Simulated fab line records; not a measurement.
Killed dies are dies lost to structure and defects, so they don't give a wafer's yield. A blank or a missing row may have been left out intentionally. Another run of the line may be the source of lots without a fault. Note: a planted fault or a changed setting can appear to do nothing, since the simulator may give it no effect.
Code-filled problem report in 8D (eight disciplines) form	flow nand-harc	the parts of the form that need people (team, actions taken, sign-off) are left out

== 1. PROBLEM STATEMENT ==
A mean of 5335.7 W is read at NHARC_A_BLC_PVD_32 for cathode-dc-power-W, taken on 1 wafer of 1 lot, against 5000.0 W (standard deviation 0.94) on wafers free of any fault. That is +99 or more standard deviations from the usual mean.
The step: deposits Ti, target thk 5 nm, time 17.7 s.
Earliest sighting: wafer L911.2 on pvd-sputter-01 at day 28 00:25. The record holds 39 wafers of 13 lots with a number at this step. The rule behind "out" and "out of limits": a value lying over 4 standard deviations away from the usual mean. All remaining wafers that have a number are taken as sound.

== 2. WHAT IT IS, AND WHAT IT ISN'T ==
question	is	is not
which readings at this step	cathode-dc-power-W	throttle-valve-pct
which lots	L911	L906, L909, L910, L912, L914, L922, L923, L924, L925, L926, L927, L928
which wafers of those lots	L911.2	L911.3, L911.4
read on which tools	pvd-sputter-01	pvd-sputter-02, pvd-sputter-03
when	from day 28 00:25	up to then (17 sound wafers); but 21 sound wafers of L922, L923, L924, L925, L926, L927, L928 came after

== 3. SUSPECTS, AND WHAT RULES EACH OUT ==
Counting: a tool at a process step up to the reading stays a suspect if it ran every lot that is out. Sound lots after the first of them don't rule it out here, since some wafers of a struck lot are sound.
- rie-diel-13 at NHARC_A_CONTACT_STRIP_26 (strips in O2): kept. L911, the lot that is out, went through it at day 27 23:41; up to then, the latest sound lot through it was L912 at day 25 08:25. NHARC_A_CONTACT_STRIP_26: start missing for some lots; hours and lot order therefore follow NHARC_A_BLC_CD_MEAS_19.
- pvd-sputter-01 at NHARC_A_BLC_PVD_32 (deposits Ti, target thk 5 nm, time 17.7 s): kept. It ran the lot that is out, L911 (day 28 00:25). Its own readings are out on those wafers: cathode-dc-power-W.
- At NHARC_A_CONTACT_STRIP_26, inside rie-diel-13: chamber 2 took the wafers that are out, while their sound lot-mates went through chambers 0, 1.
What counting leaves: rie-diel-13 at NHARC_A_CONTACT_STRIP_26 and pvd-sputter-01 at NHARC_A_BLC_PVD_32.

== 4. THE CAUSE (what the simulator had put in) ==
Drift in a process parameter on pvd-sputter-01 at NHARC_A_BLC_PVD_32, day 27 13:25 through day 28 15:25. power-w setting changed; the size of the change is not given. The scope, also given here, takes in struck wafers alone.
Counting left 2 suspects, and this tool is among them.

== 5. SEQUENCE OF EFFECTS, ordered by route ==
Rows list readings where the struck wafers' mean (over those with a number) sits beyond 3 standard deviations from the usual. Scope: only readings with a usual standard deviation given in the record; hours: median across lots of the time from each lot's start at the first step in this table that gives one to its start at this step; sigmas: change in usual standard deviations.
hours	step	reading	usual	on struck wafers	change	sigmas
0	NHARC_A_BLC_PVD_32	cathode-dc-power-W	5000.0 W	5335.7	+335.7	+99 or more
Its process steps:
- NHARC_A_BLC_PVD_32: deposits Ti, target thk 5 nm, time 17.7 s.

== 6. WHAT WOULD HAVE CAUGHT IT SOONER ==
First out-of-limits reading in this record: day 28 00:25, which is 11 hours after fault onset at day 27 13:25.
